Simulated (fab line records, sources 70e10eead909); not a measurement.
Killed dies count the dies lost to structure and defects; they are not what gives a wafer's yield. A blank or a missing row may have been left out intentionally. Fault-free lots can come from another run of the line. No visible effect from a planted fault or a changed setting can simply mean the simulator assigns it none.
fab line records -- flow nand-harc
record lots=13, wafers=37, last-day=33
route steps=1302 shown A_DECK1_JOINT@518 A_ONON_D2@559 END@1302
lots that met no fault: taken from a fault-free run of the same line
start-h: hours from the record's opening day to when the first of the lot's shown wafers began -- wait-h: hours from the lot's prior step to this one -- " unchanged from the row above -- L1.1+2: a single row standing in for several wafers -- - no value, or no start was given -- * or withheld: withheld -- < > ~ a bound
route shown NAME@n: names a module that has steps shown in the file, with the first one's number in the route -- usual: the fault-free wafers' mean and standard deviation -- same: alike in all rows -- chamber/n: place in a boat -- sites: per-site readings -- _std_site: their standard deviation -- _edge_site: mean of outer sites minus mean of inner sites -- radius-mm: how far each site lies from the wafer's centre -- mask NAME#n: copy n -- behind: the tool/chamber that last shaped the wafer -- hold: why the lot was held/for how many hours/how that ended -- device: which transistor (n, p or np) failed to switch -- end of line: the same wafers' tests at the end of the route -- for a step that has no rows: nothing shown but its recipe -- killed: dies lost to structure and defects at the first sort, not the wafer's yield -- map: per-die view of a wafer (x killed, . not killed, _ where there is no die)
set.NAME: the setting that was run; set.NAME@STEP: the one run at that earlier step -- model.NAME: the simulator's own value behind a step, which no gauge read
a sample of lots followed through the steps of the route, with each step as a table and each wafer as a row
services: a tool's chamber out of use, with start hour (start-h, from the record's first day; less than 0 if before it), hours out, and reason
## steps
# step NHARC_A_DECK1_JOINT_ETCHBACK_07
# recipe target-depth-a=1050, time-s=26.9, hbr-flow-sccm=150, rf-w=350, icp-w=350, bias-w=60, chemistry=HBr
# usual drypump-motor-current-A=5.8/0.49, oes-product-au=0.998/0.0074, throttle-valve-pct=23.266/0.0097
lot.wafer,tool,chamber,start-h,wait-h,drypump-motor-current-A,oes-product-au,rf-hours-counter-h,throttle-valve-pct
L229.1,rie-si-02,3,239.86,0.1,6.3,1.017,0.9,23.266
L229.2,rie-si-02,1,239.86,0.1,5.6,0.994,0.7,23.274
L229.6,rie-si-02,2,239.86,0.1,5.8,0.994,-,23.242
L232.1,rie-si-04,3,264.23,0.1,5.8,0.992,0.6,23.271
L232.6,rie-si-04,2,264.23,0.1,4.8,0.986,-,23.261
L232.5,rie-si-04,3,264.23,0.1,5.9,0.993,-,23.258
L234.2,rie-si-05,3,291.69,0.1,5.3,0.991,0.9,23.278
L234.6,rie-si-05,0,291.69,0.1,6.2,0.998,-,23.249
L234.5,rie-si-05,1,291.69,0.1,6.4,1.004,-,23.274
L235.4,rie-si-05,0,296.71,0.1,6.2,1.000,0.8,23.267
L235.1,rie-si-05,2,296.71,0.1,6.2,1.007,1.0,23.262
L235.6,rie-si-05,0,296.71,0.1,6.3,0.999,-,23.270
L236.1,rie-si-05,3,303.46,0.1,5.3,1.005,1.0,23.269
L236.3,rie-si-05,1,303.46,0.1,6.4,0.994,0.9,23.259
L236.6,rie-si-05,3,303.46,0.1,5.3,0.997,-,23.267
L237.2,rie-si-02,3,322.20,0.1,6.3,0.997,0.3,23.282
L237.4,rie-si-02,0,322.20,0.1,6.0,1.005,0.3,23.265
L237.1,rie-si-02,2,322.20,0.1,5.8,0.987,0.2,23.271
L238.1,rie-si-04,2,322.22,0.1,4.8,1.005,1.1,23.281
L238.6,rie-si-04,0,322.22,0.1,5.3,1.004,-,23.264
L238.5,rie-si-04,1,322.22,0.1,5.7,0.998,-,23.261
L239.3,rie-si-04,0,338.76,0.1,5.3,0.999,1.1,23.251
L239.2,rie-si-04,1,338.76,0.1,5.7,0.988,1.2,23.268
L239.5,rie-si-04,3,338.76,0.1,5.8,1.000,-,23.265
L246.1,rie-si-04,1,401.36,0.1,5.7,0.993,0.2,23.279
L246.5,rie-si-04,0,401.36,0.1,5.3,0.997,-,23.266
L247.2,rie-si-02,2,427.52,0.1,5.8,1.012,0.9,23.255
L247.1,rie-si-02,0,427.52,0.1,6.0,1.013,1.0,23.263
L250.1,rie-si-05,3,444.94,0.1,5.4,0.988,0.9,23.265
L250.2,rie-si-05,0,444.94,0.1,6.2,1.003,0.9,23.283
L250.5,rie-si-05,3,444.94,0.1,5.3,0.998,-,23.245
L251.1,rie-si-02,3,449.93,0.1,6.4,1.012,1.1,23.263
L251.3,rie-si-02,0,449.93,0.1,6.1,1.004,1.1,23.262
L251.6,rie-si-02,0,449.93,0.1,6.1,0.992,-,23.273
L252.2,rie-si-04,3,477.48,0.1,5.8,1.012,0.8,23.253
L252.1,rie-si-04,1,477.48,0.1,5.7,1.001,0.8,23.267
L252.4,rie-si-04,2,477.48,0.1,4.8,1.007,0.8,23.256
# step NHARC_A_DECK1_JOINT_CMP_02
# recipe material=SiOx
# usual motor-current-A=12.4/1.1
lot.wafer,tool,chamber,start-h,wait-h,motor-current-A
L229.2,cmp-03,1,279.48,0.4,12.6
L229.1,cmp-03,0,279.48,0.4,13.3
L229.6,cmp-03,2,279.48,0.4,10.8
L232.1,cmp-03,3,297.86,0.4,10.5
L232.6,cmp-03,0,297.86,0.4,13.1
L232.5,cmp-03,1,297.86,0.4,13.6
L234.2,cmp-02,0,322.02,0.4,11.3
L234.5,cmp-02,1,322.02,0.4,12.1
L234.6,cmp-02,2,322.02,0.4,12.1
L235.4,cmp-03,3,328.78,0.4,10.8
L235.1,cmp-03,0,328.78,0.4,12.5
L235.6,cmp-03,3,328.78,0.4,10.4
L236.3,cmp-03,0,338.88,0.4,13.4
L236.1,cmp-03,1,338.88,0.4,12.6
L236.6,cmp-03,1,338.88,0.4,13.0
L238.1,cmp-03,0,356.04,0.4,13.2
L238.5,cmp-03,0,356.04,0.4,13.6
L238.6,cmp-03,1,356.04,0.4,13.7
L237.1,cmp-04,3,356.06,0.4,15.1
L237.2,cmp-04,0,356.06,0.4,11.0
L237.4,cmp-04,1,356.06,0.4,13.0
L239.3,cmp-04,2,380.43,0.4,12.7
L239.2,cmp-04,1,380.43,0.4,12.5
L239.5,cmp-04,2,380.43,0.4,13.3
L246.1,cmp-02,1,440.20,0.4,11.9
L246.5,cmp-02,0,440.20,0.4,12.8
L247.1,cmp-04,3,460.00,0.4,14.2
L247.2,cmp-04,1,460.00,0.4,12.7
L250.1,cmp-04,2,475.15,0.4,12.8
L250.2,cmp-04,1,475.15,0.4,12.6
L250.5,cmp-04,2,475.15,0.4,13.2
L251.1,cmp-02,3,480.67,0.4,12.8
L251.3,cmp-02,1,480.67,0.4,12.0
L251.6,cmp-02,0,480.67,0.4,11.9
L252.4,cmp-02,3,514.61,0.4,12.3
L252.2,cmp-02,0,514.61,0.4,11.2
L252.1,cmp-02,1,514.61,0.4,11.4
# step NHARC_A_ONON_D2_THK_MEAS_21
# recipe thk-meas-gauge=ellipsometry
# usual thk-nm=1001/9.1
lot.wafer,tool,chamber,start-h,wait-h,thk-nm
L229.1,film-metro-02,-,292.25,-,1006
L229.2,film-metro-02,-,292.25,-,1006
L229.6,film-metro-02,-,292.25,-,1008
L232.1,film-metro-01,-,309.29,-,998
L232.5,film-metro-01,-,309.29,-,998
L232.6,film-metro-01,-,309.29,-,996
L234.2,film-metro-01,-,333.45,-,994
L234.5,film-metro-01,-,333.45,-,996
L234.6,film-metro-01,-,333.45,-,997
L235.1,film-metro-02,-,341.87,-,991
L235.4,film-metro-02,-,341.87,-,992
L235.6,film-metro-02,-,341.87,-,991
L236.1,film-metro-01,-,350.37,-,991
L236.3,film-metro-01,-,350.37,-,991
L236.6,film-metro-01,-,350.37,-,990
L237.1,film-metro-01,-,368.24,-,1001
L237.2,film-metro-01,-,368.24,-,1000
L237.4,film-metro-01,-,368.24,-,1002
L238.1,film-metro-01,-,368.38,-,999
L238.5,film-metro-01,-,368.38,-,999
L238.6,film-metro-01,-,368.38,-,1000
L239.2,film-metro-01,-,392.81,-,1006
L239.3,film-metro-01,-,392.81,-,1003
L239.5,film-metro-01,-,392.81,-,1005
L246.1,film-metro-02,-,453.78,-,993
L246.5,film-metro-02,-,453.78,-,993
L247.1,film-metro-01,-,471.56,-,1000
L247.2,film-metro-01,-,471.56,-,999
L250.1,film-metro-02,-,486.94,-,1015
L250.2,film-metro-02,-,486.94,-,1014
L250.5,film-metro-02,-,486.94,-,1014
L251.1,film-metro-01,-,492.48,-,1005
L251.3,film-metro-01,-,492.48,-,1004
L251.6,film-metro-01,-,492.48,-,1003
L252.1,film-metro-01,-,526.97,-,1013
L252.2,film-metro-01,-,526.97,-,1011
L252.4,film-metro-01,-,526.97,-,1013
# step NHARC_A_ONON_D2_DEP_22
# recipe target-thk-a=10000, n2-flow-sccm=2750, n2o-flow-sccm=2000, nh3-flow-sccm=500, sih4-flow-sccm=210, temp-c=400
# usual nh3-flow-sccm=499.9/1.5
lot.wafer,tool,chamber,start-h,wait-h,nh3-flow-sccm
L229.1,pecvd-onon-04,0,292.31,0.1,499.1
L229.2,pecvd-onon-04,0,292.31,0.1,500.7
L229.6,pecvd-onon-04,0,292.31,0.1,500.5
L232.1,pecvd-onon-02,0,309.35,0.1,501.7
L232.5,pecvd-onon-02,0,309.35,0.1,498.9
L232.6,pecvd-onon-02,0,309.35,0.1,501.7
L234.2,pecvd-onon-04,0,333.56,0.1,497.5
L234.5,pecvd-onon-04,0,333.56,0.1,500.3
L234.6,pecvd-onon-04,0,333.56,0.1,497.7
L235.1,pecvd-onon-04,0,341.93,0.1,500.8
L235.4,pecvd-onon-04,0,341.93,0.1,503.1
L235.6,pecvd-onon-04,0,341.93,0.1,498.4
L236.1,pecvd-onon-04,0,350.43,0.1,497.2
L236.3,pecvd-onon-04,0,350.43,0.1,499.8
L236.6,pecvd-onon-04,0,350.43,0.1,500.9
L237.1,pecvd-onon-04,0,368.29,0.1,500.6
L237.2,pecvd-onon-04,0,368.29,0.1,500.2
L237.4,pecvd-onon-04,0,368.29,0.1,504.4
L238.1,pecvd-onon-03,0,368.56,0.2,499.9
L238.5,pecvd-onon-03,0,368.56,0.2,501.1
L238.6,pecvd-onon-03,0,368.56,0.2,500.1
L239.2,pecvd-onon-02,0,392.92,0.1,499.0
L239.3,pecvd-onon-02,0,392.92,0.1,499.6
L239.5,pecvd-onon-02,0,392.92,0.1,500.4
L246.1,pecvd-onon-04,0,453.84,0.1,501.7
L246.5,pecvd-onon-04,0,453.84,0.1,501.1
L247.1,pecvd-onon-04,0,471.62,0.1,498.6
L247.2,pecvd-onon-04,0,471.62,0.1,500.0
L250.1,pecvd-onon-03,0,486.99,0.1,497.4
L250.2,pecvd-onon-03,0,486.99,0.1,498.4
L250.5,pecvd-onon-03,0,486.99,0.1,499.4
L251.1,pecvd-onon-03,0,492.54,0.1,502.6
L251.3,pecvd-onon-03,0,492.54,0.1,498.0
L251.6,pecvd-onon-03,0,492.54,0.1,499.6
L252.1,pecvd-onon-03,0,527.02,0.1,502.0
L252.2,pecvd-onon-03,0,527.02,0.1,500.2
L252.4,pecvd-onon-03,0,527.02,0.1,500.5
# step NHARC_A_ONON_D2_THK_MEAS_24
# recipe thk-meas-gauge=ellipsometry
# usual thk-nm=1003/7.4
lot.wafer,tool,chamber,start-h,wait-h,thk-nm
L229.1,film-metro-02,-,292.82,-,1013
L229.2,film-metro-02,-,292.82,-,1014
L229.6,film-metro-02,-,292.82,-,1014
L232.1,film-metro-01,-,309.86,-,1005
L232.5,film-metro-01,-,309.86,-,1003
L232.6,film-metro-01,-,309.86,-,1006
L234.2,film-metro-01,-,334.01,-,1000
L234.5,film-metro-01,-,334.01,-,998
L234.6,film-metro-01,-,334.01,-,997
L235.1,film-metro-01,-,342.44,-,1000
L235.4,film-metro-01,-,342.44,-,1001
L235.6,film-metro-01,-,342.44,-,999
L236.1,film-metro-02,-,350.93,-,1002
L236.3,film-metro-02,-,350.93,-,1001
L236.6,film-metro-02,-,350.93,-,1003
L237.1,film-metro-02,-,368.81,-,1001
L237.2,film-metro-02,-,368.81,-,1001
L237.4,film-metro-02,-,368.81,-,1002
L238.1,film-metro-01,-,369.07,-,1010
L238.5,film-metro-01,-,369.07,-,1008
L238.6,film-metro-01,-,369.07,-,1009
L239.2,film-metro-01,-,393.38,-,991
L239.3,film-metro-01,-,393.38,-,991
L239.5,film-metro-01,-,393.38,-,989
L246.1,film-metro-01,-,454.34,-,985
L246.5,film-metro-01,-,454.34,-,528
L247.1,film-metro-02,-,472.16,-,1008
L247.2,film-metro-02,-,472.16,-,550
L250.1,film-metro-02,-,487.50,-,1006
L250.2,film-metro-02,-,487.50,-,1006
L250.5,film-metro-02,-,487.50,-,1006
L251.1,film-metro-02,-,493.05,-,1008
L251.3,film-metro-02,-,493.05,-,1009
L251.6,film-metro-02,-,493.05,-,1008
L252.1,film-metro-02,-,527.53,-,1008
L252.2,film-metro-02,-,527.53,-,1006
L252.4,film-metro-02,-,527.53,-,1010
# step NHARC_END_SORT_01
# recipe temp-c=25
# usual killed-at-array=46/15, killed-at-other=0.8/1.1, killed-at-periphery=4.0/2.9, killed-dies=50/15, killed-open=3.2/1.8, killed-short=2.3/1.6
# same gross-dies=677
lot.wafer,tool,chamber,start-h,wait-h,killed-at-array,killed-at-other,killed-at-periphery,killed-dies,killed-open,killed-short
L246.1,prober-02,0,721.20,2.5,40,0,8,48,3,2
L246.5,prober-02,0,724.42,3.7,673,0,4,677,4,5
L247.1,prober-02,0,764.98,2.5,44,0,2,46,3,1
L247.2,prober-02,0,765.78,2.8,674,0,3,677,2,2
# killed by level:class
L246.1 A_SLIT:chamber-film-flake=21 A_CHANNEL_HOLE_D1:chamber-film-flake=9 P_M0:chamber-film-flake=5 A_STAIRCASE:chamber-film-flake=3 A_CONTACT:chamber-film-flake=2 P_CONTACT:geometric-particle:open=1 P_M0:geometric-particle:open=1 A_WL_FILL:chamber-film-flake=1
L246.5 A_ONON_D2:area-dep=621 A_SLIT:chamber-film-flake=27 A_CHANNEL_HOLE_D1:chamber-film-flake=10 A_STAIRCASE:chamber-film-flake=4 A_BLC:geometric-particle:short=2 P_M0:chamber-film-flake=2 A_WL_FILL:chamber-film-flake=2 A_CONTACT:chamber-film-flake=2
L247.1 A_CHANNEL_HOLE_D2:chamber-film-flake=19 A_CHANNEL_HOLE_D1:chamber-film-flake=9 A_SLIT:chamber-film-flake=8 A_STAIRCASE:chamber-film-flake=2 A_CONTACT:chamber-film-flake=2 P_CONTACT:geometric-particle:short=1 A_CHANNEL_HOLE_D1:geometric-particle:open=1 A_ONON_D2:geometric-particle:open=1
L247.2 A_ONON_D2:area-dep=627 A_CHANNEL_HOLE_D2:chamber-film-flake=22 A_CHANNEL_HOLE_D1:chamber-film-flake=8 A_CONTACT:chamber-film-flake=5 A_SLIT:chamber-film-flake=3 A_ZERO_WELL:chamber-film-flake=2 A_CHANNEL_FILL_D1:chamber-film-flake=2 P_M1:geometric-particle:open=1
## services
tool,chamber,start-h,hours,kind
rie-si-02,0,223.65,6.8,repair
pecvd-onon-03,-,227.04,13.0,pm
cmp-02,-,232.61,4.0,pm
rie-si-02,1,244.69,14.2,repair
cmp-03,-,252.64,3.1,repair
cmp-03,-,282.09,4.0,pm
rie-si-05,2,301.07,6.3,repair
cmp-03,-,302.32,1.6,repair
rie-si-05,1,303.97,15.2,repair
rie-si-05,-,305.00,9.0,pm
pecvd-onon-04,-,311.00,13.0,pm
cmp-03,-,316.75,0.4,repair
rie-si-05,-,333.77,0.2,repair
rie-si-04,-,342.00,9.0,pm
cmp-03,-,380.09,4.0,pm
pecvd-onon-03,-,408.04,13.0,pm
cmp-03,-,419.36,4.9,repair
cmp-03,-,439.30,7.8,repair
cmp-03,-,453.11,5.8,repair
cmp-03,-,478.25,4.0,pm
rie-si-05,-,482.00,9.0,pm
pecvd-onon-04,-,492.00,13.0,pm
rie-si-04,-,519.00,9.0,pm
pecvd-onon-03,-,523.29,3.4,repair
## key
first-sign step=NHARC_A_ONON_D2_THK_MEAS_24, reading=thk-nm, direction=down, sigmas=63, usual=1003, struck=539
effect step=NHARC_END_SORT_01, reading=killed-at-array, direction=up, sigmas=41, usual=46, struck=674
more-kills-born-at NHARC_A_ONON_D2_DEP_22@pecvd-onon-04=1248
met-at NHARC_A_ONON_D2_DEP_22
struck-lots L246,L247
struck-wafers L246.5,L247.2
later-rows-left-out L246.5,L247.2
tester-left-out L246,L247
not-acting-at NHARC_A_DECK1_JOINT_ETCHBACK_07,NHARC_A_DECK1_JOINT_CMP_02,NHARC_A_ONON_D2_THK_MEAS_21
onset-between 368.29 453.84
fault kind=process-parameter-drift, tool=pecvd-onon-04, chamber=-, onset-h=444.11, steps=NHARC_A_ONON_D2_DEP_22, channel=target-thk-a, offset=*, shape=step, end-h=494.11, scope=struck-wafers-only, acts-in=*, stated=*
# tester-left-out: of these lots the tester's yield and bins aren't shown, on N5 and GAA mostly nor the transistor test; their killed dies are dies lost to structure and defects alone, not to doping, threshold or leakage, so they don't give the yield
# later-rows-left-out: the simulator's readings of these wafers behind a module that went badly wrong aren't trusted and aren't shown, but for the sort
